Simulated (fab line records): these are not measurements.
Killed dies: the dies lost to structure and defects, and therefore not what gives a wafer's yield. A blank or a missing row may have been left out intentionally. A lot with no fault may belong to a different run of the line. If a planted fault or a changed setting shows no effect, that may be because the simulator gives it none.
Matching of chambers ; flow nand-harc ; NHARC_A_SGD_CUT_DEP_00 on pecvd-02 has 3 sister chambers
The step deposits SiNx, target thk 50 nm. 3 wafers are shown with their chamber, then 9 later ones without.

== WAFERS PAIRED WITH THEIR CHAMBERS ==
wafer;chamber;heater-power-w (W)
L661.5;0;577
L663.2;2;792
L663.6;1;654

== WAFERS WHOSE CHAMBER IS MISSING ==
wafer;heater-power-w (W)
L669.2;614
L669.5;642
L669.6;669
L673.1;717
L673.2;741
L673.6;495
L674.2;739
L674.5;554
L674.6;700

== WHICH CHAMBER EACH WENT THROUGH ==
wafer;from the rows above;in truth
L669.2;can't be placed: 0 or 1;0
L669.5;can't be placed: 1 or 0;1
L669.6;can't be placed: 1 or 0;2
L673.1;can't be placed: 1 or 2 or 0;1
L673.2;can't be placed: 2 or 1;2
L673.6;can't be placed: 0 or 1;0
L674.2;can't be placed: 2 or 1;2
L674.5;can't be placed: 0 or 1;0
L674.6;can't be placed: 1 or 2 or 0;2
Correctly placed: 0 of 9. From these rows, 9 cannot be placed; in 8 the true chamber is one of the candidates. Wrongly placed: 0.
How it was worked out, from the rows above alone: a wafer's distance from a chamber is the root of the sum, over the readings, of the square of ((its reading less the chamber's mean) divided by the reading's scatter). The wafer belongs to the nearest chamber; if the next one is less than 2 further off, it can't be placed. The mean given for a chamber averages the wafers shown for that chamber. The scatter: with one shown wafer a chamber, the root of the mean of the squares of how far each hidden wafer lies from its nearest shown one.
